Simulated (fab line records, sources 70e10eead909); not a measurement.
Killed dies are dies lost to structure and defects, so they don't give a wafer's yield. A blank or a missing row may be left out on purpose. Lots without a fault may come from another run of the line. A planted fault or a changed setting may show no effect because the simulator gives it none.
A struck lot beside a sound one | flow nand_harc | 24 steps out of a route of 1302
Sound: wafers L735.2, L735.4, L735.5. Struck: wafers L728.1, L728.4, L728.5. The cause comes at the end.
At each step with rows: each side's tool, then ch and its chambers, then its first start. Under that, the readings that differ: sound wafers | struck wafers | difference of the means | sigmas: that difference in standard deviations of wafers without a fault.
alike: readings whose means differ by less than 2 such deviations, and words and numbers that are the same on both sides. not compared: withheld readings, readings that some wafer has no value for, bounds like >300 that may hide the same value, and numbers for which the record gives no deviation and whose values overlap.
The two part at a step that has a row with sigmas, a row that says differs or no value, or rows on one side only. Numbers that don't overlap but have no deviation are shown without sigmas and don't part them. A reading that every wafer of one side lacks parts them only if that side has two wafers or more.

NHARC_P_M1_INSPECT_27:
  sound on defect_inspect-02, day 13 09:37; struck on defect_inspect-02, day 10 15:52
  alike: raw_defect_count
NHARC_P_M1_PRE_CLEAN_32: time 12 s.
  sound on pecvd-02 ch 1,2, day 13 09:41; struck on pecvd-03 ch 1,2, day 10 16:11
  alike: heater_power_w
NHARC_P_M1_DEP_33: deposits SiCN, target thk 30 nm.
  sound on pecvd-02 ch 1,2, day 13 09:45; struck on pecvd-03 ch 1,2, day 10 16:17
  alike: chamber_pressure_Torr, heater_power_w
then, 8 steps without rows for these wafers: NHARC_P_M2_DEP_00 (deposits SiOC, target thk 182.5 nm); NHARC_P_M2_DEHYDRATE_01 (time 120 s); NHARC_P_M2_HMDS_02 (time 30 s); NHARC_P_M2_COAT_34 (time 65 s); NHARC_P_M2_COAT_03 (resist thk 90 nm); NHARC_P_M2_SOFTBAKE_04 (time 55 s); NHARC_P_M2_EBR_05; NHARC_P_M2_EXPOSE_06 (exposes mask P M2, target cd 170 nm).
NHARC_P_M2_PEB_07: peb time 65 s.
  sound on litho_track-06 ch 0, day 13 10:55; struck on litho_track-01 ch 0, day 10 17:25
  reading                  | sound              | struck               | difference | sigmas
  heater_power_total_W (W) | 156.8 156.1 157.2  | 160.1 159.8 160.2    | +3.3       | +8
  plate_temp_C (C)         | 99.89 99.94 100.01 | 101.88 101.83 101.77 | +1.88      | +17
then, 1 step without rows for these wafers: NHARC_P_M2_DEVELOP_08 (develop time 35 s).
NHARC_P_M2_CD_MEAS_09: target cd 170 nm.
  sound on cd_sem-02 ch 0, day 13 11:00; struck on cd_sem-02 ch 0, day 10 17:29
  reading    | sound             | struck            | difference | sigmas
  cd_nm (nm) | 170.2 170.2 170.8 | 175.2 174.3 174.8 | +4.4       | +7
NHARC_P_M2_OVL_MEAS_10: pitch 340 nm.
  sound on overlay-01, day 13 11:05; struck on overlay-01, day 10 17:35
  reading           | sound       | struck         | difference | sigmas
  overlay_x_nm (nm) | 1.2 1.4 1.5 | -0.5 -1.1 -0.3 | -2.0       | -3
  alike: overlay_y_nm
NHARC_P_M2_INSPECT_11:
  sound on defect_inspect-02, day 13 11:08; struck on defect_inspect-01, day 10 17:37
  alike: raw_defect_count
NHARC_P_M2_DESCUM_14: chemistry O2, time 3 s.
  sound on rie_diel-08 ch 0,1,2, day 13 11:11; struck on rie_diel-07 ch 1,3, day 10 17:41
  reading                         | sound           | struck            | difference | sigmas
  showerhead_plenum_p_Torr (Torr) | 1.79 1.78 1.81  | 2.05 1.84 2.05    | +0.19      | +2
  model.P_M2.cd_nm (nm)           | 170.8 169.8 171 | 174.5 174.5 174.2 | +3.9       |
  alike: drypump_motor_current_A, oes_product_au, rf_vpp_V, throttle_valve_pct
  not compared: rf_hours_counter_h
NHARC_P_M2_ETCH_35: etches the open film in N2/H2, target depth 40 nm, overetch 12 nm, time 43.94 s.
  sound on rie_diel-08 ch 2,3, day 13 11:16; struck on rie_diel-07 ch 0,3, day 10 17:46
  reading      | sound             | struck            | difference | sigmas
  rf_vpp_V (V) | 424.9 427.4 425.9 | 433.6 430.7 429.3 | +5.1       | +2
  alike: drypump_motor_current_A, oes_product_au, showerhead_plenum_p_Torr, throttle_valve_pct
  not compared: rf_hours_counter_h
NHARC_P_M2_ETCH_15: etches the open film in C4F8/Ar, target depth 182.5 nm, time 91.2 s.
  sound on rie_diel-08 ch 0,1,2; struck on rie_diel-07 ch 2,3
  reading      | sound             | struck            | difference | sigmas
  rf_vpp_V (V) | 436.0 436.7 436.4 | 438.7 446.4 445.2 | +7.1       | +3
  alike: oes_product_au
  not compared: rf_hours_counter_h
NHARC_P_M2_CD_MEAS_16:
  sound on cd_sem-01, day 13 11:30; struck on cd_sem-02, day 10 17:59
  reading    | sound             | struck            | difference | sigmas
  cd_nm (nm) | 171.0 169.8 171.2 | 174.4 174.8 174.3 | +3.8       | +5
NHARC_P_M2_STRIP_18: strips in N2/H2.
  sound on rie_diel-08 ch 0,1,2, day 13 11:37; struck on rie_diel-08 ch 0,2, day 10 18:04
  alike: drypump_motor_current_A, oes_product_au, rf_vpp_V, showerhead_plenum_p_Torr, throttle_valve_pct
  not compared: rf_hours_counter_h
NHARC_P_M2_ETCH_28: etches the open film in CF4/N2, target depth 30 nm, time 72.99 s.
  sound on rie_diel-08 ch 0,1,2; struck on rie_diel-08 ch 0,2,3
  reading               | sound           | struck            | difference | sigmas
  model.P_M2.cd_nm (nm) | 171.2 170.2 171 | 174.5 174.5 174.6 | +3.7       |
  alike: drypump_motor_current_A, oes_product_au, rf_vpp_V, showerhead_plenum_p_Torr, throttle_valve_pct
  not compared: rf_hours_counter_h
then, 1 step without rows for these wafers: NHARC_P_M2_STRIP_19 (strips in post etch residue remover, time 600 s).
-- the record jumps here: 18 days lie between the struck wafers' starts before and after (it left off in module P_M2 and takes up again in module END, whose first step shown is number 1302 of the route) --
NHARC_END_SORT_01:
  sound on prober-01 ch 0, day 30 20:11; struck on prober-02 ch 0, day 28 16:22
  alike: defect_limited_yield, killed_at_array, killed_at_other, killed_at_periphery, killed_dies, killed_open, killed_short, sort_bin_2_pct, sort_bin_3_pct, sort_bin_4_pct, sort_n_pass, sort_rim_yield_pct, sort_yield_pct

WHERE THEY PART
First at NHARC_P_M2_PEB_07; last, within this record, at NHARC_P_M2_CD_MEAS_16. Later steps at which nothing parts them and some readings are alike: NHARC_P_M2_STRIP_18, NHARC_P_M2_ETCH_28, NHARC_END_SORT_01.

WHY: what the simulator had put in
Process parameter drift: litho_track-01, from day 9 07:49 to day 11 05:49, at NHARC_P_M2_PEB_07. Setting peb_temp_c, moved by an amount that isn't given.
